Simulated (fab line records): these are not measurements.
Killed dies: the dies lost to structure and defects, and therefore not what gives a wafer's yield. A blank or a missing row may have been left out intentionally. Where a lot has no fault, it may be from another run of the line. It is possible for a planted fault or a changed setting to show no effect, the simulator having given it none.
Which tool was responsible? + flow n5Finfet + 66 wafers from 22 lots sampled at 5 of the route's 1938 steps

## WHAT THE GAUGES READ, wafer by wafer
N5_FIN_SAQP_OCD_MEAS_76. Usual: trenchDepthNm reads 119.4 nm (standard deviation 2.3).
| lot  | measured    | on     | trenchDepthNm (nm) | flag |
|------|-------------|--------|--------------------|------|
| L074 | day 2 01:13 | ocd-02 | 123.2 121.4 116.7  |      |
| L075 | day 2 09:01 | ocd-02 | 122.3 117.7 122.7  |      |
| L076 | day 2 14:52 | ocd-01 | 120.3 118.8 122.9  |      |
| L077 | day 2 20:02 | ocd-01 | 121.9 124.4 117.1  |      |
| L078 | day 3 02:06 | ocd-01 | 121.9 120.1 120.2  |      |
| L079 | day 3 08:23 | ocd-01 | 119.8 119.0 116.0  |      |
| L080 | day 3 16:36 | ocd-01 | 116.3 120.3 116.6  |      |
| L081 | day 3 21:52 | ocd-01 | 121.1 119.9 123.5  |      |
| L082 | day 4 01:51 | ocd-01 | 119.4 118.7 118.7  |      |
| L083 | day 4 07:50 | ocd-01 | 118.3 115.0 120.1  |      |
| L084 | day 4 14:31 | ocd-01 | 115.9 116.3 117.5  |      |
| L085 | day 4 22:38 | ocd-02 | 120.2 124.5 119.2  |      |
| L086 | day 5 04:37 | ocd-02 | 118.0 118.7 119.3  |      |
| L087 | day 5 07:13 | ocd-01 | 121.0 118.6 119.0  |      |
| L088 | day 5 13:34 | ocd-01 | 119.9 118.7 119.6  |      |
| L089 | day 5 20:28 | ocd-01 | 117.6 117.5 117.9  |      |
| L090 | day 6 02:01 | ocd-01 | 116.9 117.3 120.4  |      |
| L092 | day 6 14:47 | ocd-02 | 120.3 119.9 124.2  |      |
| L094 | day 7 02:47 | ocd-02 | 118.7 116.9 117.0  |      |
| L095 | day 7 08:32 | ocd-02 | 122.6 116.0 123.0  |      |
| L096 | day 7 14:35 | ocd-02 | 120.4 116.7 121.1  |      |
| L097 | day 7 20:37 | ocd-02 | 117.5 118.2 119.4  |      |

## WHAT TOOL EACH LOT RAN ON (gives the tool, then ch and the chambers of the sampled wafers, and finally the start)
| lot  | N5_FIN_SAQP_ETCH_51              | N5_FIN_SAQP_ETCH_52              | N5_FIN_SAQP_RECESS_75            | N5_FIN_SAQP_HM_OPEN_33           |
|------|----------------------------------|----------------------------------|----------------------------------|----------------------------------|
| L074 | rieDiel-01 ch 2,3, day 1 21:07   | rieDiel-01 ch 2,3, day 1 21:10   | vaporEtch-02 ch 0,1, day 1 21:47 | rieDiel-04 ch 1,2,3, day 2 00:42 |
| L075 | rieDiel-01 ch 1,2,3, day 2 04:04 | rieDiel-01 ch 1,2,3, day 2 04:07 | vaporEtch-01 ch 0,1, day 2 04:45 | rieDiel-04 ch 1,2,3, day 2 08:30 |
| L076 | rieDiel-04 ch 1,3, day 2 10:28   | rieDiel-04 ch 1,3, day 2 10:31   | vaporEtch-01 ch 1, day 2 11:08   | rieDiel-01 ch 2,3, day 2 14:22   |
| L077 | rieDiel-03 ch 0,2,3, day 2 15:49 | rieDiel-03 ch 0,2,3, day 2 15:53 | vaporEtch-02 ch 0,1, day 2 16:29 | rieDiel-03 ch 0,1,3, day 2 19:32 |
| L078 | rieDiel-04 ch 0,2,3, day 2 22:01 | rieDiel-04 ch 0,2,3, day 2 22:05 | vaporEtch-01 ch 0, day 2 22:41   | rieDiel-01 ch 2,3, day 3 01:36   |
| L079 | rieDiel-01 ch 0,1,2, day 3 03:53 | rieDiel-01 ch 0,1,2, day 3 03:56 | vaporEtch-01 ch 0,1, day 3 04:40 | rieDiel-04 ch 0,1,3, day 3 07:53 |
| L080 | rieDiel-01 ch 1,2, day 3 09:54   | rieDiel-01 ch 1,2, day 3 09:58   | vaporEtch-01 ch 0,1, day 3 10:34 | rieDiel-01 ch 2,3, day 3 16:06   |
| L081 | rieDiel-01 ch 2,3, day 3 17:45   | rieDiel-01 ch 2,3, day 3 17:49   | vaporEtch-02 ch 0,1, day 3 18:32 | rieDiel-03 ch 1,2,3, day 3 21:22 |
| L082 | rieDiel-01 ch 1,3, day 3 21:43   | rieDiel-01 ch 1,3, day 3 21:46   | vaporEtch-01 ch 0,1, day 3 22:30 | rieDiel-04 ch 0,3, day 4 01:20   |
| L083 | rieDiel-04 ch 0,2,3, day 4 03:29 | rieDiel-04 ch 0,2,3, day 4 03:32 | vaporEtch-01 ch 0, day 4 04:10   | rieDiel-04 ch 0,2,3, day 4 07:20 |
| L084 | rieDiel-01 ch 1,3, day 4 10:26   | rieDiel-01 ch 1,3, day 4 10:30   | vaporEtch-02 ch 1, day 4 11:07   | rieDiel-04 ch 0,3, day 4 14:00   |
| L085 | rieDiel-04 ch 0,1,3, day 4 16:04 | rieDiel-04 ch 0,1,3, day 4 16:08 | vaporEtch-02 ch 0,1, day 4 16:45 | rieDiel-01 ch 0,1,2, day 4 22:08 |
| L086 | rieDiel-01 ch 1,2,3, day 4 22:50 | rieDiel-01 ch 1,2,3, day 4 22:53 | vaporEtch-02 ch 0,1, day 4 23:30 | rieDiel-01 ch 1,2,3, day 5 04:07 |
| L087 | rieDiel-01 ch 1,3, day 5 03:08   | rieDiel-01 ch 1,3, day 5 03:12   | vaporEtch-01 ch 0,1, day 5 03:49 | rieDiel-03 ch 0,2, day 5 06:42   |
| L088 | rieDiel-03 ch 0,2, day 5 09:15   | rieDiel-03 ch 0,2, day 5 09:19   | vaporEtch-01 ch 0,1, day 5 09:55 | rieDiel-03 ch 0,1,2, day 5 13:03 |
| L089 | rieDiel-03 ch 0,1,2, day 5 15:33 | rieDiel-03 ch 0,1,2, day 5 15:37 | vaporEtch-01 ch 0,1, day 5 16:13 | rieDiel-03 ch 0,1,3, day 5 19:58 |
| L090 | rieDiel-04 ch 1,3, day 5 21:52   | rieDiel-04 ch 1,3, day 5 21:55   | vaporEtch-01 ch 0,1, day 5 22:39 | rieDiel-01 ch 1,2,3, day 6 01:31 |
| L092 | rieDiel-01 ch 0,2,3, day 6 10:32 | rieDiel-01 ch 0,2,3, day 6 10:36 | vaporEtch-01 ch 0,1, day 6 11:13 | rieDiel-04 ch 1,3, day 6 14:13   |
| L094 | rieDiel-04 ch 1,2,3, day 6 22:41 | rieDiel-04 ch 1,2,3, day 6 22:45 | vaporEtch-01 ch 0,1, day 6 23:22 | rieDiel-04 ch 1,2,3, day 7 02:17 |
| L095 | rieDiel-03 ch 0,2, day 7 04:26   | rieDiel-03 ch 0,2, day 7 04:29   | vaporEtch-01 ch 0,1, day 7 05:06 | rieDiel-03 ch 0,1,2, day 7 08:02 |
| L096 | rieDiel-03 ch 0,2, day 7 09:19   | rieDiel-03 ch 0,2, day 7 09:22   | vaporEtch-02 ch 0,1, day 7 09:59 | rieDiel-03 ch 0,2,3, day 7 14:05 |
| L097 | rieDiel-01 ch 1,2, day 7 16:04   | rieDiel-01 ch 1,2, day 7 16:07   | vaporEtch-01 ch 0,1, day 7 17:08 | rieDiel-03 ch 0,1, day 7 20:07   |
- N5_FIN_SAQP_ETCH_51: etches SiARC in CF4, target depth 45.5 nm, time 75.8 s.
- N5_FIN_SAQP_ETCH_52: etches SOC in N2/H2, target depth 100 nm, overetch 20 nm, time 150 s.
- N5_FIN_SAQP_RECESS_75: chemistry HF/NH3, target SiO2, target depth 14.4 nm, afs cycles 3, sublimation time 60 s.
- N5_FIN_SAQP_HM_OPEN_33: chemistry CH3F/O2, target SiNx, target depth 49.4 nm, time 70.6 s.

## AS READ BY THE TOOLS THEMSELVES (means over the sampled wafers that have a number; for cases with no such wafer, the mark the record gives instead)
N5_FIN_SAQP_ETCH_51. Usual: drypumpMotorCurrentA 5.67 A, standard deviation 0.2; etchRfOnTimeS 77.1 s, standard deviation 2.7; oesProductAu 0.66 a.u., standard deviation 0.062; rfVppV 184.3 V, standard deviation 1.1; showerheadPlenumPTorr 2.16 Torr, standard deviation 0.062; throttleValvePct 15.70 %, standard deviation 0.16.
| lot  | tool       | drypumpMotorCurrentA (A) | etchRfOnTimeS (s) | oesProductAu (a.u.) | rfVppV (V) | showerheadPlenumPTorr (Torr) | throttleValvePct (%) | flag |
|------|------------|--------------------------|-------------------|---------------------|------------|------------------------------|----------------------|------|
| L074 | rieDiel-01 | 5.71                     | 80.7              | 0.64                | 184.3      | 2.15                         | 15.80                |      |
| L075 | rieDiel-01 | 5.68                     | 78.2              | 0.69                | 183.9      | 2.19                         | 15.67                |      |
| L076 | rieDiel-04 | 5.47                     | 78.3              | 0.63                | 183.8      | 2.18                         | 15.81                |      |
| L077 | rieDiel-03 | 5.71                     | 75.7              | 0.67                | 184.6      | 2.14                         | 15.55                |      |
| L078 | rieDiel-04 | 5.51                     | 76.9              | 0.62                | 185.3      | 2.18                         | 15.85                |      |
| L079 | rieDiel-01 | 5.65                     | 77.0              | 0.73                | 184.5      | 2.17                         | 15.64                |      |
| L080 | rieDiel-01 | 5.57                     | 76.9              | 0.74                | 185.1      | 2.23                         | 15.66                |      |
| L081 | rieDiel-01 | 5.71                     | 80.7              | 0.63                | 184.3      | 2.14                         | 15.83                |      |
| L082 | rieDiel-01 | 5.67                     | 77.6              | 0.70                | 185.3      | 2.22                         | 15.58                |      |
| L083 | rieDiel-04 | 5.49                     | 76.2              | 0.61                | 184.3      | 2.18                         | 15.86                |      |
| L084 | rieDiel-01 | 5.76                     | 79.3              | 0.64                | 184.7      | 2.17                         | 15.62                |      |
| L085 | rieDiel-04 | 5.67                     | 75.7              | 0.62                | 184.0      | 2.14                         | 15.88                |      |
| L086 | rieDiel-01 | 5.69                     | 78.7              | 0.66                | 184.3      | 2.18                         | 15.71                |      |
| L087 | rieDiel-01 | 5.74                     | 78.9              | 0.64                | 184.7      | 2.17                         | 15.64                |      |
| L088 | rieDiel-03 | 5.85                     | 76.2              | 0.64                | 184.1      | 2.19                         | 15.61                |      |
| L089 | rieDiel-03 | 5.74                     | 74.9              | 0.66                | 183.6      | 2.14                         | 15.63                |      |
| L090 | rieDiel-04 | 5.46                     | 77.0              | 0.63                | 185.2      | 2.17                         | 15.84                |      |
| L092 | rieDiel-01 | 5.74                     | 78.0              | 0.65                | 183.5      | 2.12                         | 15.71                |      |
| L094 | rieDiel-04 | 5.52                     | 76.5              | 0.61                | 184.4      | 2.16                         | 15.80                |      |
| L095 | rieDiel-03 | 5.82                     | 77.0              | 0.62                | 184.6      | 2.19                         | 15.64                |      |
| L096 | rieDiel-03 | 5.68                     | 75.5              | 0.62                | 183.8      | 2.15                         | 15.62                |      |
| L097 | rieDiel-01 | 5.57                     | 77.3              | 0.69                | 185.0      | 2.21                         | 15.72                |      |

N5_FIN_SAQP_ETCH_52. Usual: drypumpMotorCurrentA 5.68 A, standard deviation 0.2; oesProductAu 0.70 a.u., standard deviation 0.059; rfVppV 524.5 V, standard deviation 2.4; showerheadPlenumPTorr 2.56 Torr, standard deviation 0.083; throttleValvePct 17.95 %, standard deviation 0.22.
| lot  | tool       | drypumpMotorCurrentA (A) | oesProductAu (a.u.) | rfVppV (V) | showerheadPlenumPTorr (Torr) | throttleValvePct (%) | flag |
|------|------------|--------------------------|---------------------|------------|------------------------------|----------------------|------|
| L074 | rieDiel-01 | 5.73                     | 0.70                | 523.6      | 2.56                         | 18.10                |      |
| L075 | rieDiel-01 | 5.69                     | 0.73                | 524.6      | 2.60                         | 17.94                |      |
| L076 | rieDiel-04 | 5.46                     | 0.67                | 526.7      | 2.61                         | 18.15                |      |
| L077 | rieDiel-03 | 5.71                     | 0.70                | 524.1      | 2.53                         | 17.65                |      |
| L078 | rieDiel-04 | 5.50                     | 0.65                | 526.3      | 2.60                         | 18.09                |      |
| L079 | rieDiel-01 | 5.65                     | 0.77                | 524.6      | 2.58                         | 17.92                |      |
| L080 | rieDiel-01 | 5.58                     | 0.77                | 528.2      | 2.66                         | 17.96                |      |
| L081 | rieDiel-01 | 5.72                     | 0.68                | 523.5      | 2.55                         | 18.11                |      |
| L082 | rieDiel-01 | 5.65                     | 0.75                | 526.9      | 2.64                         | 17.82                |      |
| L083 | rieDiel-04 | 5.50                     | 0.65                | 524.8      | 2.60                         | 18.09                |      |
| L084 | rieDiel-01 | 5.77                     | 0.69                | 525.1      | 2.58                         | 17.83                |      |
| L085 | rieDiel-04 | 5.68                     | 0.65                | 524.8      | 2.55                         | 18.14                |      |
| L086 | rieDiel-01 | 5.68                     | 0.71                | 525.3      | 2.59                         | 17.99                |      |
| L087 | rieDiel-01 | 5.74                     | 0.68                | 524.8      | 2.58                         | 17.84                |      |
| L088 | rieDiel-03 | 5.83                     | 0.68                | 526.3      | 2.60                         | 17.77                |      |
| L089 | rieDiel-03 | 5.76                     | 0.69                | 524.0      | 2.54                         | 17.80                |      |
| L090 | rieDiel-04 | 5.47                     | 0.67                | 525.3      | 2.61                         | 18.19                |      |
| L092 | rieDiel-01 | 5.75                     | 0.69                | 521.9      | 2.51                         | 17.97                |      |
| L094 | rieDiel-04 | 5.51                     | 0.64                | 526.0      | 2.60                         | 18.14                |      |
| L095 | rieDiel-03 | 5.82                     | 0.66                | 525.0      | 2.59                         | 17.79                |      |
| L096 | rieDiel-03 | 5.69                     | 0.65                | 524.7      | 2.55                         | 17.76                |      |
| L097 | rieDiel-01 | 5.57                     | 0.74                | 526.4      | 2.64                         | 18.02                |      |

N5_FIN_SAQP_RECESS_75. Usual: drypumpMotorCurrentA reads 5.6 A (standard deviation 0.72).
| lot  | tool         | drypumpMotorCurrentA (A) | flag |
|------|--------------|--------------------------|------|
| L074 | vaporEtch-02 | 5.7                      |      |
| L075 | vaporEtch-01 | 5.4                      |      |
| L076 | vaporEtch-01 | 6.5                      |      |
| L077 | vaporEtch-02 | 5.7                      |      |
| L078 | vaporEtch-01 | 4.9                      |      |
| L079 | vaporEtch-01 | 5.4                      |      |
| L080 | vaporEtch-01 | 5.9                      |      |
| L081 | vaporEtch-02 | 5.7                      |      |
| L082 | vaporEtch-01 | 5.9                      |      |
| L083 | vaporEtch-01 | 4.9                      |      |
| L084 | vaporEtch-02 | 5.0                      |      |
| L085 | vaporEtch-02 | 5.7                      |      |
| L086 | vaporEtch-02 | 5.3                      |      |
| L087 | vaporEtch-01 | 5.4                      |      |
| L088 | vaporEtch-01 | 5.4                      |      |
| L089 | vaporEtch-01 | 5.4                      |      |
| L090 | vaporEtch-01 | 5.3                      |      |
| L092 | vaporEtch-01 | 5.9                      |      |
| L094 | vaporEtch-01 | 5.4                      |      |
| L095 | vaporEtch-01 | 5.4                      |      |
| L096 | vaporEtch-02 | 5.7                      |      |
| L097 | vaporEtch-01 | 5.4                      |      |

N5_FIN_SAQP_HM_OPEN_33. Usual: drypumpMotorCurrentA 5.65 A, standard deviation 0.22; etchRfOnTimeS 69.8 s, standard deviation 2; oesProductAu 0.65 a.u., standard deviation 0.053; rfVppV 299 V, standard deviation 10; showerheadPlenumPTorr 2.00 Torr, standard deviation 0.06; throttleValvePct 16.43 %, standard deviation 0.16.
| lot  | tool       | drypumpMotorCurrentA (A) | etchRfOnTimeS (s) | oesProductAu (a.u.) | rfVppV (V) | showerheadPlenumPTorr (Torr) | throttleValvePct (%) | flag |
|------|------------|--------------------------|-------------------|---------------------|------------|------------------------------|----------------------|------|
| L074 | rieDiel-04 | 5.52                     | 69.7              | 0.62                | 303        | 2.03                         | 16.43                |      |
| L075 | rieDiel-04 | 5.51                     | 69.9              | 0.63                | 304        | 2.03                         | 16.44                |      |
| L076 | rieDiel-01 | 5.72                     | 71.8              | 0.65                | 309        | 2.00                         | 16.52                |      |
| L077 | rieDiel-03 | 5.64                     | 68.1              | 0.69                | 287        | 1.96                         | 16.34                |      |
| L078 | rieDiel-01 | 5.78                     | 71.6              | 0.62                | 309        | 1.99                         | 16.38                |      |
| L079 | rieDiel-04 | 5.64                     | 71.1              | 0.62                | 302        | 2.00                         | 16.58                |      |
| L080 | rieDiel-01 | 5.70                     | 72.4              | 0.64                | 308        | 2.00                         | 16.54                |      |
| L081 | rieDiel-03 | 5.80                     | 69.8              | 0.69                | 290        | 1.99                         | 16.35                |      |
| L082 | rieDiel-04 | 5.43                     | 70.7              | 0.64                | 304        | 2.04                         | 16.60                |      |
| L083 | rieDiel-04 | 5.51                     | 67.2              | 0.62                | 302        | 2.03                         | 16.55                |      |
| L084 | rieDiel-04 | 5.67                     | 68.9              | 0.62                | 302        | 2.00                         | 16.67                |      |
| L085 | rieDiel-01 | 5.65                     | 67.8              | 0.72                | 302        | 2.03                         | 16.41                |      |
| L086 | rieDiel-01 | 5.68                     | 70.9              | 0.67                | 312        | 2.03                         | 16.42                |      |
| L087 | rieDiel-03 | 5.82                     | 72.1              | 0.63                | 294        | 2.05                         | 16.37                |      |
| L088 | rieDiel-03 | 5.75                     | 68.8              | 0.65                | 289        | 2.01                         | 16.40                |      |
| L089 | rieDiel-03 | 5.64                     | 68.8              | 0.67                | 286        | 1.96                         | 16.37                |      |
| L090 | rieDiel-01 | 5.68                     | 70.8              | 0.66                | 311        | 2.03                         | 16.42                |      |
| L092 | rieDiel-04 | 5.46                     | 70.2              | 0.63                | 304        | 2.02                         | 16.53                |      |
| L094 | rieDiel-04 | 5.50                     | 70.4              | 0.61                | 303        | 2.02                         | 16.49                |      |
| L095 | rieDiel-03 | 5.76                     | 70.1              | 0.64                | 290        | 2.00                         | 16.42                |      |
| L096 | rieDiel-03 | 5.72                     | 70.2              | 0.64                | 291        | 2.00                         | 16.37                |      |
| L097 | rieDiel-03 | 5.60                     | 71.2              | 0.63                | 285        | 1.97                         | 16.43                |      |

## THE ANSWER, worked out from the rows above alone
Rule: lot off if the mean of its wafers having a number is beyond 3 standard deviations from the usual mean. A lot without any number at a reading at which 4 lots or more have one is off too. The other lots that the step has rows for count as sound. Order of review: gauges by route order, followed by the tools' own readings, for which a lot's mean as printed above is used. The first step at which some lot is off is used, and at that step the reading that is off furthest; a lot without a number counts as furthest.
Across all readings shown, no lot is off: no conclusion can be drawn from this.

## WHAT HAD BEEN PUT IN BY THE SIMULATOR
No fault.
